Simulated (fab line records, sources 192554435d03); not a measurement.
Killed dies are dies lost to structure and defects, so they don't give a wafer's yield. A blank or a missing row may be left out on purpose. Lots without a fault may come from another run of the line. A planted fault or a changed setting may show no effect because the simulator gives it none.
Split-lot experiment | flow n5_finfet | 7 lots, 21 wafers read, on a route of 1938 steps

THE SPLIT
At N5_BEOL_M7_EXPOSE_25 (exposes mask V6, target cd 40 nm), the setting dose_mj was moved away from the recipe's 42.5 on 5 of the 21 wafers read, by -7.0% to +6.3%. The other wafers ran this setting at the recipe's value.

FROM THE SPLIT TO THE READING: what the file shows between them, 2 steps
- N5_BEOL_M7_PEB_26: peb time 60 s
- N5_BEOL_M7_DEVELOP_27: develop time 30 s

THE READING
cd_nm, in nm, at N5_BEOL_M7_CD_MEAS_28 (target cd 40 nm). Fault-free wafers of this fab line usually give 39.87 nm, standard deviation 0.22 nm.

wafer  | tool, chamber at the split | dose_mj as run | against the recipe | cd_nm, nm | against lot-mates on the recipe
L076.1 | euv_scanner-01, 0          | 42.5           | recipe             | 39.84     | -
L076.5 | euv_scanner-01, 0          | 39.52          | -7.0%              | 38.77     | -1.07
L076.6 | euv_scanner-01, 0          | 39.52          | -7.0%              | 38.21     | -1.63
L080.1 | euv_scanner-01, 0          | 42.5           | recipe             | 39.87     | -
L080.2 | euv_scanner-01, 0          | 42.5           | recipe             | 40.13     | -
L080.6 | euv_scanner-01, 0          | 45.17          | +6.3%              | 41.48     | +1.48
L086.3 | euv_scanner-01, 0          | 42.5           | recipe             | 40.15     | -
L086.4 | euv_scanner-01, 0          | 42.5           | recipe             | 40.33     | -
L086.5 | euv_scanner-01, 0          | 42.5           | recipe             | 40.14     | -
L093.1 | euv_scanner-01, 0          | 42.5           | recipe             | 39.84     | -
L093.4 | euv_scanner-01, 0          | 42.5           | recipe             | 39.53     | -
L093.5 | euv_scanner-01, 0          | 42.5           | recipe             | 39.66     | -
L091.1 | euv_scanner-02, 0          | 42.5           | recipe             | 39.86     | -
L091.3 | euv_scanner-02, 0          | 42.5           | recipe             | 40.21     | -
L091.5 | euv_scanner-02, 0          | 42.5           | recipe             | 39.43     | -
L097.2 | euv_scanner-02, 0          | 42.5           | recipe             | 39.85     | -
L097.5 | euv_scanner-02, 0          | 42.5           | recipe             | 39.77     | -
L097.6 | euv_scanner-02, 0          | 42.5           | recipe             | 39.88     | -
L096.1 | euv_scanner-01, 0          | 42.5           | recipe             | 40.07     | -
L096.5 | euv_scanner-01, 0          | 39.86          | -6.2%              | 38.48     | -1.59
L096.6 | euv_scanner-01, 0          | 39.86          | -6.2%              | 38.31     | -1.76

THE FIT
A straight line over all 21 wafers: cd_nm changes by +0.227 nm for each +1% of dose_mj; r = +0.95; the points scatter about the line by 0.25 nm.
The same after taking each lot's own level away (the mean of its wafers on the recipe; 21 wafers): +0.228 nm for each +1%; r = +0.96; scatter 0.21 nm.
On that fit, the largest move of dose_mj shifts the reading by 1.6 nm.
The lots' own levels span 39.677 to 40.207 nm, that is 2.4 times the standard deviation above.
So the lot-to-lot level changes the slope little: the two slopes agree.
Check: with one of the wafers moved furthest among these (-7.0%) left out of the fit, the line predicts -1.76 nm for it against its lot-mates. It came out at -1.07 nm against them.

OTHER SPLITS ON THESE WAFERS
These wafers also went through other splits before the reading. Each is held against what the fit with the lots' levels taken away leaves over:
other split on the same wafers | wafers away from the commonest value | r with cd_nm (lot level and that fit taken away)
N5_BEOL_M6_EXPOSE_08 dose_mj   | 7                                    | -0.12
N5_BEOL_M6_ETCH_61 bias_w      | 4                                    | -0.39

THE WHOLE CHAIN: every reading that the file lists as answering this split, in the file's order
step                   | what it does                                                     | reading                                                        | change (the file's fit)               | r (the file's)
N5_BEOL_M7_CD_MEAS_28  | target cd 40 nm                                                  | cd_nm                                                          | +0.229 nm for each +1% of the setting | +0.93
N5_BEOL_M7_DESCUM_33   | chemistry O2, time 7 s                                           | BEOL_M7.cd_nm (the simulator's own value, which no gauge read) | +0.221 nm for each +1% of the setting | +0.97
N5_BEOL_M7_ETCH_72     | etches underlayer in N2/H2, target depth 6.5 nm, time 5.2 s      | BEOL_M7.cd_nm (the simulator's own value, which no gauge read) | +0.226 nm for each +1% of the setting | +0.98
N5_BEOL_M7_VIA_ETCH_34 | etches SiCOH lowk in C4F6/O2, target depth 125.5 nm, time 50.5 s | BEOL_M7.cd_nm (the simulator's own value, which no gauge read) | +0.21 nm for each +1% of the setting  | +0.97

THE FILE'S OWN FIT
cd_nm changes by +0.229 nm for each +1% of dose_mj, r = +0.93.
